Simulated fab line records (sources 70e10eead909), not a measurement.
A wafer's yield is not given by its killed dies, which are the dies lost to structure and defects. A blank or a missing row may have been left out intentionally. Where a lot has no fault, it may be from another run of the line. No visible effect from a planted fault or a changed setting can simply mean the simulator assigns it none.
fab line records | flow nand_harc
[record] lots = 7 | wafers = 21 | last_day = 24
route steps=1159 shown A_CONTACT@858
lots with no fault: from the same line, run without faults
start_h: hours from the record's opening day to when the first of the lot's shown wafers began | wait_h: hours elapsed since this lot's preceding step | " same as the row above | L1.1+2: one row covering several wafers at once | - either no value or no given start | * or withheld: withheld | < > ~ a bound
route shown NAME@n: a module of which the file shows steps, and the number in the route of the first | usual: the fault-free wafers' mean and standard deviation | same: alike in all rows | chamber/n: place in a boat | sites: readings site by site | _std_site: the standard deviation of these | _edge_site: mean of outer sites minus mean of inner sites | radius_mm: for every site, how far away it sits from the centre of the wafer | mask NAME#n: copy n | behind: tool/chamber where the wafer was last shaped | hold: reason for holding the lot/hours on hold/outcome of the hold | device: transistor that didn't switch, given as n, p or np | end of line: the route-end tests of the same wafers | for a step that has no rows: nothing shown but its recipe | killed: at the first sort, the dies lost to defects and structure; wafer yield is something else | map: the dies of a wafer, with x for killed, . for not killed, _ for no die there
set.NAME: the run value of the setting; set.NAME@STEP: its run value at that earlier step | model.NAME: the simulator's own value behind a step, which no gauge read
lots at selected steps of the route; one table per step, one row per wafer
services: from which hour (start_h, from the record's first day; less than 0 if before it) a tool's chamber was out of use, for how many hours, and why
[[steps]]
[step NHARC_A_CONTACT_ETCH_48]
[recipe] target_depth_a = 390 | over_etch_frac = 0.3 | time_s = 65 | ion_energy_ev = 80 | cf4_flow_sccm = 150 | ar_flow_sccm = 0 | rf_w = 300 | bias_w = 100 | chemistry = CF4
[step NHARC_A_CONTACT_ETCH_49]
[recipe] target_depth_a = 2600 | over_etch_frac = 0.3 | time_s = 475.3 | ion_energy_ev = 200 | n2_flow_sccm = 150 | h2_flow_sccm = 150 | ar_flow_sccm = 0 | rf_w = 400 | bias_w = 150 | chemistry = N2/H2
[usual] bias_w = 150.0/0.43 | chamber_pressure_mTorr = 29.997/0.029 | drypump_motor_current_A = 5.7/0.55 | h2_flow_sccm = 150.0/0.44 | oes_product_au = 0.999/0.0072 | rf_vpp_V = 429.7/2.4 | showerhead_plenum_p_Torr = 2.01/0.086 | throttle_valve_pct = 14.170/0.0096
[same] over_etch_frac = 0.3
lot.wafer | tool        | chamber | start_h | wait_h | bias_w | chamber_pressure_mTorr | drypump_motor_current_A | h2_flow_sccm | oes_product_au | rf_hours_counter_h | rf_vpp_V | showerhead_plenum_p_Torr | throttle_valve_pct
L410.4    | rie_diel-05 | 2       | -       | -      | 150.1  | 29.998                 | 4.8                     | 149.8        | 1.009          | 7                  | 430.6    | 2.03                     | 14.172
L410.5    | "           | 0       | "       | "      | 150.3  | 30.012                 | 5.8                     | 149.4        | 0.989          | -                  | 430.8    | 1.98                     | 14.178
L410.6    | "           | 1       | "       | "      | 150.2  | 30.048                 | 6.1                     | 150.0        | 1.003          | -                  | 428.3    | 1.95                     | 14.166
L413.1    | rie_diel-13 | 0       | -       | -      | 149.9  | 29.952                 | 5.4                     | 150.1        | 1.017          | 50                 | 427.5    | 1.95                     | 14.169
L413.2    | "           | 1       | "       | "      | 150.8  | 29.986                 | 6.5                     | 150.4        | 0.999          | 50                 | 425.5    | 1.87                     | 14.154
L413.5    | "           | 0       | "       | "      | 150.1  | 29.986                 | 5.4                     | 150.6        | 0.998          | -                  | 428.6    | 1.95                     | 14.179
L417.3    | rie_diel-05 | 3       | -       | -      | 149.8  | 30.002                 | 5.0                     | 149.7        | 0.989          | 16                 | 429.5    | 2.01                     | 14.185
L417.2    | "           | 1       | "       | "      | 149.2  | 30.009                 | 6.1                     | 149.8        | 0.998          | 17                 | 426.9    | 1.95                     | 14.165
L417.5    | "           | 3       | "       | "      | 150.1  | 29.993                 | 5.0                     | 150.3        | 1.004          | -                  | 429.3    | 2.01                     | 14.170
L422.2    | rie_diel-01 | 0       | -       | -      | 149.8  | 30.031                 | 6.2                     | 150.1        | 1.001          | 54                 | 432.8    | 2.08                     | 14.164
L422.3    | "           | 1       | "       | "      | 149.9  | 30.038                 | 5.1                     | 149.7        | 1.000          | 51                 | 433.3    | 2.13                     | 14.173
L422.4    | "           | 3       | "       | "      | 150.1  | 29.991                 | 5.6                     | 149.7        | 0.998          | 55                 | 429.6    | 2.03                     | 14.167
L416.1    | rie_diel-01 | 0       | -       | -      | 149.9  | 29.994                 | 6.2                     | 150.1        | 1.007          | 55                 | 431.4    | 2.08                     | 14.169
L416.3    | "           | 1       | "       | "      | 149.7  | 30.013                 | 5.1                     | 150.1        | 0.999          | 53                 | 431.9    | 2.13                     | 14.174
L416.5    | "           | 0       | "       | "      | 149.7  | 30.038                 | 6.2                     | 149.6        | 0.996          | -                  | 431.6    | 2.08                     | 14.178
L428.1    | rie_diel-13 | 1       | -       | -      | 150.2  | 30.010                 | 6.5                     | 149.6        | 1.004          | 17                 | 434.6    | 2.21                     | 14.168
L428.2    | "           | 2       | "       | "      | 150.1  | 30.015                 | 6.3                     | 149.8        | 0.993          | 16                 | 426.6    | 1.96                     | 14.157
L428.5    | "           | 0       | "       | "      | 149.0  | 29.990                 | 5.4                     | 150.1        | 0.998          | -                  | 428.6    | 1.94                     | 14.168
L427.4    | rie_diel-13 | 0       | -       | -      | 149.8  | 29.988                 | 5.4                     | 149.7        | 0.997          | 17                 | 428.6    | 1.94                     | 14.175
L427.1    | "           | 1       | "       | "      | 149.2  | 29.998                 | 6.4                     | 149.8        | 0.993          | 18                 | 434.6    | 2.21                     | 14.163
L427.3    | "           | 2       | "       | "      | 149.8  | 29.979                 | 6.3                     | 149.9        | 0.995          | 17                 | 428.5    | 1.96                     | 14.165
[step NHARC_A_CONTACT_ETCH_50]
[recipe] target_depth_a = 847 | time_s = 42.4 | cf4_flow_sccm = 100 | chf3_flow_sccm = 30 | ar_flow_sccm = 0 | rf_w = 500 | bias_w = 200 | chemistry = CF4/CHF3
[step NHARC_A_CONTACT_ETCH_51]
[recipe] target_depth_a = 36000 | over_etch_frac = 0.3 | time_s = 936 | ion_energy_ev = 150 | o2_flow_sccm = 400 | cos_flow_sccm = 20 | ar_flow_sccm = 0 | rf_w = 500 | bias_w = 300 | chemistry = O2/COS
[usual] bias_w = 300.0/0.97 | chamber_pressure_mTorr = 20.001/0.018 | drypump_motor_current_A = 5.7/0.58 | oes_product_au = 0.999/0.0067 | rf_vpp_V = 313.5/2 | showerhead_plenum_p_Torr = 3.08/0.12 | throttle_valve_pct = 28.332/0.0098
[same] over_etch_frac = 0.3
lot.wafer | tool        | chamber | start_h | wait_h | bias_w | chamber_pressure_mTorr | drypump_motor_current_A | oes_product_au | rf_hours_counter_h | rf_vpp_V | showerhead_plenum_p_Torr | throttle_valve_pct
L410.4    | rie_diel-05 | 1       | -       | -      | 298.1  | 19.972                 | 6.1                     | 0.995          | 7                  | 312.0    | 3.00                     | 28.337
L410.5    | "           | 1       | "       | "      | 299.9  | 20.006                 | 6.1                     | 0.995          | -                  | 311.6    | 3.00                     | 28.353
L410.6    | "           | 2       | "       | "      | 301.0  | 19.999                 | 4.8                     | 0.997          | -                  | 314.0    | 3.11                     | 28.343
L413.1    | rie_diel-13 | 1       | -       | -      | 300.8  | 19.996                 | 6.5                     | 0.993          | 50                 | 309.9    | 2.89                     | 28.324
L413.2    | "           | 3       | "       | "      | 299.8  | 20.000                 | 5.4                     | 0.999          | 50                 | 310.9    | 2.89                     | 28.340
L413.5    | "           | 2       | "       | "      | 301.8  | 19.994                 | 6.3                     | 1.008          | -                  | 313.7    | 3.03                     | 28.312
L417.2    | rie_diel-05 | 1       | -       | -      | 300.2  | 20.006                 | 6.1                     | 1.002          | 18                 | 311.4    | 2.99                     | 28.346
L417.3    | "           | 2       | "       | "      | 299.3  | 19.990                 | 4.7                     | 1.010          | 17                 | 312.2    | 3.10                     | 28.343
L417.5    | "           | 1       | "       | "      | 300.1  | 20.003                 | 6.1                     | 1.010          | -                  | 310.7    | 2.99                     | 28.338
L422.2    | rie_diel-01 | 1       | -       | -      | 301.8  | 19.968                 | 5.1                     | 0.997          | 52                 | 314.2    | 3.24                     | 28.336
L422.3    | "           | 2       | "       | "      | 300.3  | 19.988                 | 6.3                     | 1.002          | 55                 | 312.2    | 3.04                     | 28.337
L422.4    | "           | 3       | "       | "      | 300.0  | 20.016                 | 5.7                     | 0.997          | 55                 | 314.2    | 3.11                     | 28.316
L416.3    | rie_diel-01 | 3       | -       | -      | 300.5  | 20.001                 | 5.7                     | 1.009          | 56                 | 313.1    | 3.11                     | 28.334
L416.1    | "           | 0       | "       | "      | 298.5  | 20.014                 | 6.2                     | 0.992          | 56                 | 317.0    | 3.18                     | 28.327
L416.5    | "           | 2       | "       | "      | 298.2  | 19.998                 | 6.3                     | 1.004          | -                  | 313.0    | 3.03                     | 28.329
L428.2    | rie_diel-13 | 3       | -       | -      | 300.2  | 19.999                 | 5.4                     | 0.991          | 15                 | 316.9    | 3.37                     | 28.327
L428.1    | "           | 0       | "       | "      | 299.7  | 19.999                 | 5.4                     | 1.004          | 17                 | 312.0    | 2.98                     | 28.348
L428.5    | "           | 3       | "       | "      | 299.4  | 20.016                 | 5.3                     | 1.000          | -                  | 317.8    | 3.36                     | 28.345
L427.4    | rie_diel-13 | 1       | -       | -      | 298.7  | 19.996                 | 6.5                     | 1.013          | 18                 | 316.8    | 3.36                     | 28.343
L427.3    | "           | 2       | "       | "      | 300.8  | 19.987                 | 6.3                     | 0.995          | 17                 | 312.0    | 3.02                     | 28.342
L427.1    | "           | 0       | "       | "      | 301.2  | 19.992                 | 5.4                     | 0.994          | 18                 | 311.8    | 2.98                     | 28.327
[step NHARC_A_CONTACT_ETCH_111]
[recipe] source_w = withheld | pressure_mtorr = 20 | bias_v = withheld | time_s = 140 | target_depth_a = 7000 | ar_flow_sccm = withheld | c4f8_flow_sccm = withheld | o2_flow_sccm = withheld | chemistry = C4F8/O2/Ar
[step NHARC_A_CONTACT_ETCH_112]
[recipe] source_w = withheld | pressure_mtorr = 20 | bias_v = 3000 | time_s = 94 | target_depth_a = 9220 | ar_flow_sccm = withheld | c4f8_flow_sccm = withheld | o2_flow_sccm = withheld | chemistry = C4F8/O2/Ar
[usual] chamber_pressure_mTorr = 20.000/0.018 | oes_air_line_au = 0.997/0.021
lot.wafer | tool            | chamber | start_h | wait_h | chamber_pressure_mTorr | oes_air_line_au | rf_hours_counter_h
L410.4    | har_cap_etch-01 | 0       | 391.94  | 0.1    | 19.992                 | 0.970           | -
L410.6    | "               | 1       | "       | "      | 19.976                 | 0.978           | -
L410.5    | "               | 0       | "       | "      | 19.986                 | 0.981           | -
L413.2    | har_cap_etch-03 | 0       | 433.62  | 0.2    | 20.022                 | 1.037           | 92
L413.1    | "               | 1       | "       | "      | 20.023                 | 1.011           | 92
L413.5    | "               | 0       | "       | "      | 19.999                 | 1.007           | -
L417.2    | har_cap_etch-02 | 0       | 466.15  | 0.2    | 20.001                 | 0.968           | 24
L417.3    | "               | 1       | "       | "      | 19.994                 | 1.004           | -
L417.5    | "               | 0       | "       | "      | 19.993                 | 0.944           | -
L422.2    | har_cap_etch-02 | 0       | 468.62  | 0.1    | 20.006                 | 0.992           | 25
L422.4    | "               | 1       | "       | "      | 19.955                 | 0.989           | -
L422.3    | "               | 0       | "       | "      | 20.001                 | 0.934           | -
L416.1    | har_cap_etch-03 | 1       | 470.20  | 0.2    | 20.023                 | 1.016           | 96
L416.3    | "               | 1       | "       | "      | 19.979                 | 1.020           | -
L416.5    | "               | 1       | "       | "      | 20.004                 | 1.018           | -
L428.1    | har_cap_etch-02 | 0       | 504.60  | 0.2    | 20.019                 | 0.966           | 33
L428.2    | "               | 1       | "       | "      | 19.997                 | 0.981           | 33
L428.5    | "               | 1       | "       | "      | 20.004                 | 0.987           | -
L427.1    | har_cap_etch-03 | 0       | 507.82  | 0.1    | 20.010                 | 1.018           | 107
L427.4    | "               | 1       | "       | "      | 20.007                 | 1.008           | -
L427.3    | "               | 0       | "       | "      | 20.006                 | 1.013           | -
[step NHARC_A_CONTACT_ETCH_113]
[recipe] source_w = withheld | pressure_mtorr = 20 | bias_v = 3000 | time_s = 94 | target_depth_a = 9220 | ar_flow_sccm = withheld | c4f8_flow_sccm = withheld | o2_flow_sccm = withheld | chemistry = C4F8/O2/Ar
[step NHARC_A_CONTACT_ETCH_114]
[recipe] source_w = withheld | pressure_mtorr = 20 | bias_v = 3000 | time_s = 94 | target_depth_a = 9220 | ar_flow_sccm = withheld | c4f8_flow_sccm = withheld | o2_flow_sccm = withheld | chemistry = C4F8/O2/Ar
[step NHARC_A_CONTACT_ETCH_115]
[recipe] source_w = withheld | pressure_mtorr = 20 | bias_v = 3000 | time_s = 94 | target_depth_a = 9220 | ar_flow_sccm = withheld | c4f8_flow_sccm = withheld | o2_flow_sccm = withheld | chemistry = C4F8/O2/Ar
[step NHARC_A_CONTACT_ETCH_116]
[recipe] source_w = withheld | pressure_mtorr = 20 | bias_v = 3000 | time_s = 94 | target_depth_a = 9220 | ar_flow_sccm = withheld | c4f8_flow_sccm = withheld | o2_flow_sccm = withheld | chemistry = C4F8/O2/Ar
[step NHARC_A_CONTACT_ETCH_117]
[recipe] source_w = withheld | pressure_mtorr = 20 | bias_v = 3000 | time_s = 94 | target_depth_a = 9220 | ar_flow_sccm = withheld | c4f8_flow_sccm = withheld | o2_flow_sccm = withheld | chemistry = C4F8/O2/Ar
[usual] chamber_pressure_mTorr = 20.001/0.018 | oes_air_line_au = 0.999/0.019
lot.wafer | tool            | chamber | start_h | wait_h | chamber_pressure_mTorr | oes_air_line_au | rf_hours_counter_h
L410.4    | har_cap_etch-01 | 0       | 392.39  | 0.1    | 20.010                 | 0.975           | -
L410.6    | "               | 1       | "       | "      | 19.986                 | 0.978           | -
L410.5    | "               | 0       | "       | "      | 20.007                 | 1.011           | -
L413.2    | har_cap_etch-03 | 0       | 434.07  | 0.1    | 20.029                 | 1.005           | 92
L413.1    | "               | 1       | "       | "      | 20.027                 | 1.003           | 92
L413.5    | "               | 0       | "       | "      | 20.002                 | 1.011           | -
L417.2    | har_cap_etch-02 | 0       | 466.60  | 0.1    | 20.009                 | 1.007           | 24
L417.3    | "               | 1       | "       | "      | 19.992                 | 1.002           | -
L417.5    | "               | 0       | "       | "      | 19.989                 | 1.009           | -
L422.2    | har_cap_etch-02 | 0       | 469.07  | 0.1    | 20.008                 | 0.995           | 25
L422.4    | "               | 1       | "       | "      | 19.998                 | 1.006           | -
L422.3    | "               | 0       | "       | "      | 20.041                 | 1.010           | -
L416.1    | har_cap_etch-03 | 1       | 470.65  | 0.1    | 20.008                 | 0.985           | 97
L416.3    | "               | 1       | "       | "      | 19.994                 | 0.988           | -
L416.5    | "               | 1       | "       | "      | 20.009                 | 1.026           | -
L428.1    | har_cap_etch-02 | 0       | 505.05  | 0.1    | 20.010                 | 0.979           | 33
L428.2    | "               | 1       | "       | "      | 19.973                 | 1.020           | 33
L428.5    | "               | 1       | "       | "      | 19.985                 | 0.996           | -
L427.1    | har_cap_etch-03 | 0       | 508.28  | 0.1    | 19.972                 | 0.982           | 107
L427.4    | "               | 1       | "       | "      | 20.027                 | 1.044           | -
L427.3    | "               | 0       | "       | "      | 20.018                 | 0.984           | -
[step NHARC_A_CONTACT_ETCH_118]
[recipe] source_w = withheld | pressure_mtorr = 20 | bias_v = 3000 | time_s = 94 | target_depth_a = 9220 | ar_flow_sccm = withheld | c4f8_flow_sccm = withheld | o2_flow_sccm = withheld | chemistry = C4F8/O2/Ar
[step NHARC_A_CONTACT_ETCH_119]
[recipe] source_w = withheld | pressure_mtorr = 20 | bias_v = 3000 | time_s = 94 | target_depth_a = 9220 | ar_flow_sccm = withheld | c4f8_flow_sccm = withheld | o2_flow_sccm = withheld | chemistry = C4F8/O2/Ar
[usual] chamber_pressure_mTorr = 19.998/0.019 | oes_air_line_au = 1.000/0.019
lot.wafer | tool            | chamber | start_h | wait_h | chamber_pressure_mTorr | oes_air_line_au | rf_hours_counter_h
L410.4    | har_cap_etch-01 | 0       | 392.57  | 0.1    | 19.999                 | 1.027           | -
L410.6    | "               | 1       | "       | "      | 19.988                 | 0.989           | -
L410.5    | "               | 0       | "       | "      | 19.990                 | 1.022           | -
L413.2    | har_cap_etch-03 | 0       | 434.25  | 0.1    | 20.012                 | 1.010           | 92
L413.1    | "               | 1       | "       | "      | 19.983                 | 1.012           | 92
L413.5    | "               | 0       | "       | "      | 19.964                 | 1.015           | -
L417.2    | har_cap_etch-02 | 0       | 466.79  | 0.1    | -                      | -               | -
L417.3    | "               | 1       | "       | "      | -                      | -               | -
L417.5    | "               | 0       | "       | "      | -                      | -               | -
L422.2    | har_cap_etch-02 | 0       | 469.25  | 0.1    | -                      | -               | -
L422.4    | "               | 1       | "       | "      | -                      | -               | -
L422.3    | "               | 0       | "       | "      | -                      | -               | -
L416.1    | har_cap_etch-03 | 1       | 470.84  | 0.1    | -                      | -               | -
L416.3    | "               | 1       | "       | "      | -                      | -               | -
L416.5    | "               | 1       | "       | "      | -                      | -               | -
L428.1    | har_cap_etch-02 | 0       | 505.23  | 0.1    | 20.030                 | 0.984           | 33
L428.2    | "               | 1       | "       | "      | 19.996                 | 0.980           | 33
L428.5    | "               | 1       | "       | "      | 20.000                 | 1.003           | -
L427.1    | har_cap_etch-03 | 0       | 508.46  | 0.1    | 20.005                 | 0.979           | 107
L427.4    | "               | 1       | "       | "      | 19.997                 | 1.009           | -
L427.3    | "               | 0       | "       | "      | 20.017                 | 0.993           | -
[step NHARC_A_CONTACT_ETCH_120]
[recipe] source_w = withheld | pressure_mtorr = 20 | bias_v = 3000 | time_s = 94 | target_depth_a = 9220 | ar_flow_sccm = withheld | c4f8_flow_sccm = withheld | o2_flow_sccm = withheld | chemistry = C4F8/O2/Ar
[usual] chamber_pressure_mTorr = 20.003/0.018 | oes_air_line_au = 1.002/0.021
lot.wafer | tool            | chamber | start_h | wait_h | chamber_pressure_mTorr | oes_air_line_au | rf_hours_counter_h
L410.4    | har_cap_etch-01 | 0       | 392.67  | 0.1    | 20.026                 | 1.014           | -
L410.6    | "               | 1       | "       | "      | 20.004                 | 1.004           | -
L410.5    | "               | 0       | "       | "      | 19.990                 | 1.020           | -
L413.2    | har_cap_etch-03 | 0       | 434.35  | 0.1    | 19.997                 | 0.997           | 92
L413.1    | "               | 1       | "       | "      | 20.027                 | 1.007           | 92
L413.5    | "               | 0       | "       | "      | 20.030                 | 1.009           | -
L417.2    | har_cap_etch-02 | 0       | 466.88  | 0.1    | 20.026                 | 0.998           | 24
L417.3    | "               | 1       | "       | "      | 20.008                 | 0.960           | -
L417.5    | "               | 0       | "       | "      | 19.990                 | 0.983           | -
L422.2    | har_cap_etch-02 | 0       | 469.34  | 0.1    | 19.989                 | 0.998           | 26
L422.4    | "               | 1       | "       | "      | 20.002                 | 0.971           | -
L422.3    | "               | 0       | "       | "      | 20.014                 | 1.017           | -
L416.1    | har_cap_etch-03 | 1       | 470.93  | 0.1    | 19.949                 | 0.994           | 97
L416.3    | "               | 1       | "       | "      | 19.989                 | 0.976           | -
L416.5    | "               | 1       | "       | "      | 19.997                 | 1.009           | -
L428.1    | har_cap_etch-02 | 0       | 505.32  | 0.1    | 19.998                 | 1.036           | 33
L428.2    | "               | 1       | "       | "      | 19.999                 | 1.004           | 33
L428.5    | "               | 1       | "       | "      | 20.008                 | 1.020           | -
L427.1    | har_cap_etch-03 | 0       | 508.55  | 0.1    | 20.010                 | 1.010           | 107
L427.4    | "               | 1       | "       | "      | 20.010                 | 1.006           | -
L427.3    | "               | 0       | "       | "      | 20.001                 | 1.042           | -
[[services]]
tool        | chamber | start_h | hours | kind
rie_diel-05 | 0       | 366.96  | 4.6   | repair
rie_diel-13 | 0       | 383.67  | -     | clean
rie_diel-13 | 1       | 383.67  | -     | clean
rie_diel-13 | 2       | 383.67  | -     | clean
rie_diel-13 | 3       | 383.67  | -     | clean
rie_diel-13 | 0       | 408.17  | -     | clean
rie_diel-13 | 1       | 408.17  | -     | clean
rie_diel-13 | 2       | 408.17  | -     | clean
rie_diel-13 | 3       | 408.17  | -     | clean
rie_diel-13 | 0       | 432.67  | -     | clean
rie_diel-13 | 1       | 432.67  | -     | clean
rie_diel-13 | 2       | 432.67  | -     | clean
rie_diel-13 | 3       | 432.67  | -     | clean
rie_diel-13 | -       | 453.21  | 9.0   | pm
rie_diel-13 | 0       | 453.21  | 9.0   | vent_cycle
rie_diel-13 | 1       | 453.21  | 9.0   | vent_cycle
rie_diel-13 | 2       | 453.21  | 9.0   | vent_cycle
rie_diel-13 | 3       | 453.21  | 9.0   | vent_cycle
rie_diel-05 | -       | 458.16  | 1.0   | repair
rie_diel-13 | 0       | 462.21  | -     | clean
rie_diel-13 | 1       | 462.21  | -     | clean
rie_diel-13 | 1       | 462.21  | -     | consumable_replace:showerhead
rie_diel-01 | -       | 491.90  | 9.0   | pm
rie_diel-05 | 3       | 501.35  | 4.8   | repair
[[key]]
[first_sign] step = NHARC_A_CONTACT_ETCH_119 | reading = tool_record | direction = missing
effect none on later readings
met_at NHARC_A_CONTACT_ETCH_119
struck_wafers L416.1,L416.3,L416.5,L417.2,L417.3,L417.5,L422.2,L422.3,L422.4
later_rows_left_out L416.1,L416.3,L416.5,L417.2,L417.3,L417.5,L422.2,L422.3,L422.4
sort_left_out L416.1,L416.3,L416.5,L417.2,L417.3,L417.5,L422.2,L422.3,L422.4
tester_left_out L416,L417,L422
onset_between 434.25 466.79
[fault] kind = skipped_step_whole | tool = har_cap_etch-02,har_cap_etch-03 | chamber = - | onset_h = 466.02 | steps = NHARC_A_CONTACT_ETCH_119 | scope = struck_lots_only
// tester_left_out: of these lots the tester's yield and bins aren't shown, on N5 and GAA mostly nor the transistor test; their killed dies are dies lost to structure and defects alone, not to doping, threshold or leakage, so they don't give the yield
// sort_left_out: the simulated sort isn't trusted on such a fault, so these wafers' sort isn't shown, and their yield isn't known
// later_rows_left_out: the simulator's readings of these wafers behind a module that went badly wrong aren't trusted and aren't shown, but for the sort
